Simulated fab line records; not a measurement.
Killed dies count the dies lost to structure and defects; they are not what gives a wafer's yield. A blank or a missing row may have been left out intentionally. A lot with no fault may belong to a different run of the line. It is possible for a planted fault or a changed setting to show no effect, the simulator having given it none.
The tool behind it: which one? / flow nand-harc / 14 lots with 42 wafers sampled at 5 steps, on a route of 1159 steps

## WHAT THE GAUGES READ, wafer by wafer
NHARC_A_START_INSPECT_01.
lot=L170; measured=day 6 22:27; on=defect-inspect-02; raw-defect-count=4 2 5
lot=L172; measured=day 7 01:02; on=defect-inspect-01; raw-defect-count=5 1 2
lot=L171; measured=day 7 03:01; on=defect-inspect-01; raw-defect-count=5 3 1
lot=L173; measured=day 7 12:49; on=defect-inspect-01; raw-defect-count=3 4 2
lot=L174; measured=day 7 16:37; on=defect-inspect-02; raw-defect-count=3 2 3
lot=L175; measured=day 8 05:09; on=defect-inspect-01; raw-defect-count=3 4 7
lot=L177; measured=day 8 11:20; on=defect-inspect-02; raw-defect-count=5 2 4
lot=L181; measured=day 9 15:17; on=defect-inspect-01; raw-defect-count=8 4 1
lot=L180; measured=day 9 16:48; on=defect-inspect-02; raw-defect-count=2 2 2
lot=L184; measured=day 10 12:34; on=defect-inspect-02; raw-defect-count=7 1 3
lot=L188; measured=day 11 01:51; on=defect-inspect-01; raw-defect-count=5 3 3
lot=L190; measured=day 11 13:05; on=defect-inspect-02; raw-defect-count=4 2 3
lot=L191; measured=day 11 20:47; on=defect-inspect-01; raw-defect-count=3 3 2
lot=L192; measured=day 12 05:48; on=defect-inspect-02; raw-defect-count=3 0 2

NHARC_A_ONON_D1_THK_MEAS_02: measures by ellipsometry.
lot=L170; measured=day 7 20:48; on=film-metro-01; thk-nm (nm)=991 992 991
lot=L172; measured=day 8 00:24; on=film-metro-01; thk-nm (nm)=1007 1008 1006
lot=L171; measured=day 8 00:24; on=film-metro-02; thk-nm (nm)=999 1001 997
lot=L173; measured=day 8 13:19; on=film-metro-01; thk-nm (nm)=1012 1015 1013
lot=L174; measured=day 8 13:19; on=film-metro-02; thk-nm (nm)=994 996 993
lot=L175; measured=day 9 08:25; on=film-metro-02; thk-nm (nm)=1002 1002 1003
lot=L177; measured=day 9 08:25; on=film-metro-01; thk-nm (nm)=1000 998 1001
lot=L181; measured=day 10 15:04; on=film-metro-01; thk-nm (nm)=1020 1021 1021
lot=L180; measured=day 10 15:04; on=film-metro-02; thk-nm (nm)=1003 1004 1005
lot=L184; measured=day 11 12:05; on=film-metro-01; thk-nm (nm)=1019 1019 1018
lot=L188; measured=day 12 01:19; on=film-metro-01; thk-nm (nm)=1006 1005 1005
lot=L190; measured=day 12 11:56; on=film-metro-02; thk-nm (nm)=1005 1004 1005
lot=L191; measured=day 12 20:10; on=film-metro-01; thk-nm (nm)=1004 1003 1002
lot=L192; measured=day 13 07:06; on=film-metro-01; thk-nm (nm)=1001 1001 1003

NHARC_A_ONON_D1_THK_MEAS_11: measures by ellipsometry.
lot=L170; measured=day 7 22:31; on=film-metro-01; thk-nm (nm)=1016 1015 1016
lot=L172; measured=day 8 02:05; on=film-metro-01; thk-nm (nm)=1009 1011 1011
lot=L171; measured=day 8 02:06; on=film-metro-01; thk-nm (nm)=1016 1015 1014
lot=L173; measured=day 8 15:01; on=film-metro-02; thk-nm (nm)=1002 1002 1004
lot=L174; measured=day 8 15:01; on=film-metro-01; thk-nm (nm)=988 990 990
lot=L175; measured=day 9 10:07; on=film-metro-02; thk-nm (nm)=999 999 998
lot=L177; measured=day 9 10:07; on=film-metro-01; thk-nm (nm)=984 986 986
lot=L181; measured=day 10 16:46; on=film-metro-02; thk-nm (nm)=480 480 481
lot=L180; measured=day 10 16:46; on=film-metro-01; thk-nm (nm)=1009 1010 1010
lot=L184; measured=day 11 13:50; on=film-metro-01; thk-nm (nm)=465 463 466
lot=L188; measured=day 12 03:01; on=film-metro-01; thk-nm (nm)=1005 1005 1005
lot=L190; measured=day 12 13:41; on=film-metro-01; thk-nm (nm)=997 998 998
lot=L191; measured=day 12 21:52; on=film-metro-02; thk-nm (nm)=985 988 985
lot=L192; measured=day 13 08:48; on=film-metro-01; thk-nm (nm)=996 996 995

NHARC_END_SORT_01.
lot=L181; measured=day 22 22:19; on=prober-02; killed-at-array=676 674 676; killed-at-other=0 0 0; killed-at-periphery=1 3 1; killed-dies=677 677 677; killed-open=1 4 4; killed-short=3 3 2
lot=L184; measured=day 24 05:35; on=prober-02; killed-at-array=669 666 664; killed-at-other=1 2 3; killed-at-periphery=7 9 10; killed-dies=677 677 677; killed-open=3 1 2; killed-short=3 3 2

## WHAT TOOL EACH LOT RAN ON (gives the tool, then ch and the chambers of the sampled wafers, and finally the start)
lot=L170; NHARC_A_ONON_D1_DEP_09=pecvd-onon-02 ch 0, day 7 22:07
lot=L172; NHARC_A_ONON_D1_DEP_09=pecvd-onon-04 ch 0, day 8 01:35
lot=L171; NHARC_A_ONON_D1_DEP_09=pecvd-onon-03 ch 0, day 8 01:36
lot=L173; NHARC_A_ONON_D1_DEP_09=pecvd-onon-04 ch 0, day 8 14:34
lot=L174; NHARC_A_ONON_D1_DEP_09=pecvd-onon-03 ch 0, day 8 14:29
lot=L175; NHARC_A_ONON_D1_DEP_09=pecvd-onon-02 ch 0, day 9 09:36
lot=L177; NHARC_A_ONON_D1_DEP_09=pecvd-onon-04 ch 0, day 9 09:37
lot=L181; NHARC_A_ONON_D1_DEP_09=pecvd-onon-04 ch 0, day 10 16:19
lot=L180; NHARC_A_ONON_D1_DEP_09=pecvd-onon-02 ch 0, day 10 16:26
lot=L184; NHARC_A_ONON_D1_DEP_09=pecvd-onon-04 ch 0, day 11 13:22
lot=L188; NHARC_A_ONON_D1_DEP_09=pecvd-onon-03 ch 0, day 12 02:30
lot=L190; NHARC_A_ONON_D1_DEP_09=pecvd-onon-03 ch 0, day 12 13:10
lot=L191; NHARC_A_ONON_D1_DEP_09=pecvd-onon-02 ch 0, day 12 21:22
lot=L192; NHARC_A_ONON_D1_DEP_09=pecvd-onon-03 ch 0, day 13 08:21
- NHARC_A_ONON_D1_DEP_09: target thk 1000 nm.

## AS READ BY THE TOOLS THEMSELVES (means over the sampled wafers that have a number; for cases with no such wafer, the mark the record gives instead)
The record holds no such reading with a usual standard deviation.

## THE ANSWER, worked out from the rows above alone
Rule: the usual values come from the lots themselves. The widest of any qualifying gaps counts: lots, ordered by their means at a reading, are off when they make up no more than a third of the lots, leave a main group of 4 or more, and stand apart from it by 3 or more times the standard deviation of that group's means. If all means in a main group match to the digits the tables above print for the reading, that group is not used. A lot without any number at a reading at which 4 lots or more have one is off too. All remaining lots with rows at the step are treated as sound. First the gauges in route order, then the tools' own readings, where a lot's mean is used as printed above. At the first step where some lot is off, the reading lying furthest off is the one used; lots without a number count as furthest.
Off: L181, L184 (NHARC_A_ONON_D1_THK_MEAS_11, thk-nm). The main group has a mean of 1001 nm with a standard deviation of 10.
If a tool, at a process step before that reading, ran all the lots that are off and no sound lot after the first of them, it fits. Those tools and the gauges at NHARC_A_ONON_D1_THK_MEAS_11 are tried in the same way. One candidate fits, namely pecvd-onon-04 at NHARC_A_ONON_D1_DEP_09. A fault onset in the window from L177 (day 9 09:37, its last sound lot) to L181 (day 10 16:19, its first lot off) fits.

## WHAT THE SIMULATOR HAD PUT IN
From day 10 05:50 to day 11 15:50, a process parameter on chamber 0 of pecvd-onon-04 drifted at NHARC_A_ONON_D1_DEP_09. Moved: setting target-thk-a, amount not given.
Shown lots that were struck: L181, L184. The rule above reached the same finding.
